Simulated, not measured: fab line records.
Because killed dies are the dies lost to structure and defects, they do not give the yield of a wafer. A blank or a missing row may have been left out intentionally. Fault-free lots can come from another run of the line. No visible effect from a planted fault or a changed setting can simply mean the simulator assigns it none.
Which tool did it? :: flow n5_finfet :: 12 lots, 36 wafers sampled, at 2 steps of a route of 1938

WHAT EACH GAUGE READ, for each wafer
N5_BEOL_M4_THK_MEAS_01.
lot: L077
measured: day 8 02:02
on: film_metro-02
M4_ILD_THK (nm): 79.0 79.1 79.6

lot: L076
measured: day 8 02:55
on: film_metro-01
M4_ILD_THK (nm): 79.6 80.5 81.3

lot: L079
measured: day 8 15:39
on: film_metro-02
M4_ILD_THK (nm): 78.8 79.5 80.0

lot: L081
measured: day 9 06:47
on: film_metro-02
M4_ILD_THK (nm): 79.6 80.4 80.5

lot: L083
measured: day 10 00:37
on: film_metro-01
M4_ILD_THK (nm): 78.1 79.7 78.7

lot: L086
measured: day 10 11:41
on: film_metro-01
M4_ILD_THK (nm): 79.4 78.8 80.3

lot: L087
measured: day 11 03:14
on: film_metro-01
M4_ILD_THK (nm): 78.7 79.9 79.5

lot: L090
measured: day 11 14:52
on: film_metro-01
M4_ILD_THK (nm): 78.2 79.3 79.2

lot: L089
measured: day 12 00:05
on: film_metro-02
M4_ILD_THK (nm): 77.6 78.2 79.6

lot: L093
measured: day 12 13:08
on: film_metro-02
M4_ILD_THK (nm): 79.3 79.5 80.0

lot: L094
measured: day 12 23:32
on: film_metro-02
M4_ILD_THK (nm): 78.4 78.3 79.2

lot: L097
measured: day 13 12:10
on: film_metro-02
M4_ILD_THK (nm): 79.2 77.7 80.8

TOOL THAT RAN EACH LOT (tool first, then ch and the chambers of the sampled wafers, then the start)
lot: L077
N5_BEOL_M3_PRE_CLEAN_60: cvd_co-02 ch 0,1,2, day 8 01:41

lot: L076
N5_BEOL_M3_PRE_CLEAN_60: cvd_co-02 ch 0,2, day 8 02:34

lot: L079
N5_BEOL_M3_PRE_CLEAN_60: cvd_co-01 ch 0,1, day 8 15:18

lot: L081
N5_BEOL_M3_PRE_CLEAN_60: cvd_co-02 ch 1,2, day 9 06:22

lot: L083
N5_BEOL_M3_PRE_CLEAN_60: cvd_co-01 ch 0,1,2, day 10 00:14

lot: L086
N5_BEOL_M3_PRE_CLEAN_60: cvd_co-01 ch 1,2, day 10 11:20

lot: L087
N5_BEOL_M3_PRE_CLEAN_60: cvd_co-02 ch 0,2, day 11 02:53

lot: L090
N5_BEOL_M3_PRE_CLEAN_60: cvd_co-02 ch 0,1,2, day 11 14:31

lot: L089
N5_BEOL_M3_PRE_CLEAN_60: cvd_co-01 ch 0,1, day 11 23:44

lot: L093
N5_BEOL_M3_PRE_CLEAN_60: cvd_co-01 ch 0,1,2, day 12 12:48

lot: L094
N5_BEOL_M3_PRE_CLEAN_60: cvd_co-01 ch 0,2, day 12 23:11

lot: L097
N5_BEOL_M3_PRE_CLEAN_60: cvd_co-01 ch 0,1, day 13 11:49
- N5_BEOL_M3_PRE_CLEAN_60: time 15 s.

THE ANSWER, worked out from the rows above alone
Rule: the lots themselves supply what counts as usual. The widest of any qualifying gaps counts: lots, ordered by their means at a reading, are off when they make up no more than a third of the lots, leave a main group of 4 or more, and stand apart from it by 3 or more times the standard deviation of that group's means. If all means in a main group match to the digits the tables above print for the reading, that group is not used. Also off: a lot with no number at a reading for which 4 or more lots have one. All remaining lots with rows at the step are treated as sound.
No lot is off on any of the readings shown, so nothing can be concluded from this.

WHAT HAD BEEN PUT IN BY THE SIMULATOR
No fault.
